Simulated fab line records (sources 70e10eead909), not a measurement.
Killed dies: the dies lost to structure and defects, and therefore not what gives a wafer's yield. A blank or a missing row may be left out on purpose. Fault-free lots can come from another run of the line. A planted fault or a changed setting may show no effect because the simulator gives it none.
Matching of chambers    flow nand harc    ald hk-04 running NHARC_A_WL_FILL_ALD_00: 4 sister chambers
The step deposits Al2O3, target thk 3 nm, pulse time 3 s, ald cycles 30. 4 wafers are shown with their chamber, then 12 later ones without.

== WAFERS, EACH WITH ITS CHAMBER ==
wafer   chamber  heater power w (W)
L085.5  2        431
L089.1  0        503
L089.2  1        442
L089.6  3        466

== WAFERS WHOSE CHAMBER IS MISSING ==
wafer   heater power w (W)
L091.1  464
L091.3  403
L091.4  508
L090.2  447
L090.4  428
L090.5  413
L093.2  433
L093.4  454
L093.6  464
L092.1  505
L092.4  461
L092.6  453

== THE CHAMBER EACH PASSED THROUGH ==
wafer   from the rows above           in truth
L091.1  can't be placed: 3 or 1       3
L091.3  can't be placed: 2 or 1       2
L091.4  0                             0
L090.2  can't be placed: 1 or 2 or 3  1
L090.4  can't be placed: 2 or 1       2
L090.5  can't be placed: 2 or 1       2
L093.2  can't be placed: 2 or 1       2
L093.4  can't be placed: 1 or 3 or 2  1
L093.6  can't be placed: 3 or 1       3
L092.1  0                             0
L092.4  can't be placed: 3 or 1       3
L092.6  can't be placed: 1 or 3 or 2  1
2 of 12 placed correctly. Cannot be placed on the basis of these rows: 10; the candidates contain the true chamber in 10. Placed wrongly: 0.
How it was worked out, from the rows above alone: a wafer's distance from a chamber is the root of the sum, over the readings, of the square of ((its reading less the chamber's mean) divided by the reading's scatter). If the next closest chamber is less than 2 further off than the closest, the wafer can't be placed; otherwise it belongs to the closest. A chamber's mean is the mean of its shown wafers. The scatter: root of mean squared gap, hidden wafer to nearest shown wafer, with one shown wafer a chamber.
